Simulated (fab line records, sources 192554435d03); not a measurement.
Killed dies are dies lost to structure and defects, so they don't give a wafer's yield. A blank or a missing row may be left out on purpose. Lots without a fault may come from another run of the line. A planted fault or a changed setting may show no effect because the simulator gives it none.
Chamber matching | flow n5_finfet | N5_BEOL_M14_ETCH_68 on rie_diel-04: 4 sister chambers
The step etches SOC in N2/H2, time 450 s. 16 wafers are shown with their chamber, then 8 later ones without.

WAFERS WITH THEIR CHAMBER
wafer  | chamber | drypump_motor_current_A (A) | showerhead_plenum_p_Torr (Torr) | rf_vpp_V (V)
L077.2 | 0       | 5.7                         | 2.62                            | 526.7
L077.3 | 2       | 6.3                         | 2.47                            | 522.0
L077.5 | 3       | 5.1                         | 2.53                            | 523.6
L078.1 | 2       | 6.3                         | 2.47                            | 521.9
L078.2 | 1       | 5.9                         | 2.43                            | 520.1
L078.3 | 3       | 5.1                         | 2.53                            | 523.9
L081.2 | 1       | 5.9                         | 2.43                            | 520.5
L081.3 | 2       | 6.3                         | 2.47                            | 522.3
L081.4 | 3       | 5.0                         | 2.53                            | 521.5
L082.1 | 2       | 6.3                         | 2.46                            | 521.6
L082.4 | 3       | 5.0                         | 2.53                            | 524.7
L082.5 | 3       | 5.1                         | 2.53                            | 522.9
L086.1 | 0       | 5.7                         | 2.61                            | 526.1
L086.2 | 3       | 5.1                         | 2.52                            | 525.2
L086.4 | 1       | 5.8                         | 2.42                            | 519.1
L085.3 | 2       | 6.3                         | 2.46                            | 521.2

SIGNATURES (means of the wafers above)
reading                  | chamber 0 | chamber 1 | chamber 2 | chamber 3 | scatter within a chamber
drypump_motor_current_A  | 5.700     | 5.867     | 6.300     | 5.067     | 0.0408
showerhead_plenum_p_Torr | 2.6150    | 2.4267    | 2.4660    | 2.5283    | 0.00516
rf_vpp_V                 | 526.400   | 519.900   | 521.800   | 523.633   | 0.943
Rule: a wafer's distance from a chamber is the root of the sum, over the readings, of the square of ((its reading less the chamber's mean) divided by the reading's scatter). The wafer belongs to the nearest chamber; if the next one is less than 2 further off, it can't be placed. The scatter: the root of (the sum of the squares of (reading less its chamber's mean) over the shown wafers, divided by (wafers less chambers)).

WAFERS WITHOUT THEIR CHAMBER
wafer  | drypump_motor_current_A (A) | showerhead_plenum_p_Torr (Torr) | rf_vpp_V (V)
L085.4 | 5.8                         | 2.42                            | 520.9
L085.5 | 5.7                         | 2.61                            | 525.4
L092.1 | 6.3                         | 2.45                            | 522.1
L092.2 | 5.1                         | 2.52                            | 522.7
L092.5 | 6.3                         | 2.45                            | 522.3
L096.3 | 5.8                         | 2.60                            | 524.4
L096.5 | 5.8                         | 2.60                            | 526.0
L096.6 | 6.3                         | 2.45                            | 521.5

WHICH CHAMBER EACH WENT THROUGH
wafer  | from the rows above | in truth
L085.4 | 1                   | 1
L085.5 | 0                   | 0
L092.1 | 2                   | 2
L092.2 | 3                   | 3
L092.5 | 2                   | 2
L096.3 | 0                   | 0
L096.5 | 0                   | 0
L096.6 | 2                   | 2
Placed correctly: 8 of 8. Can't be placed from these rows: 0. Placed wrongly: 0.
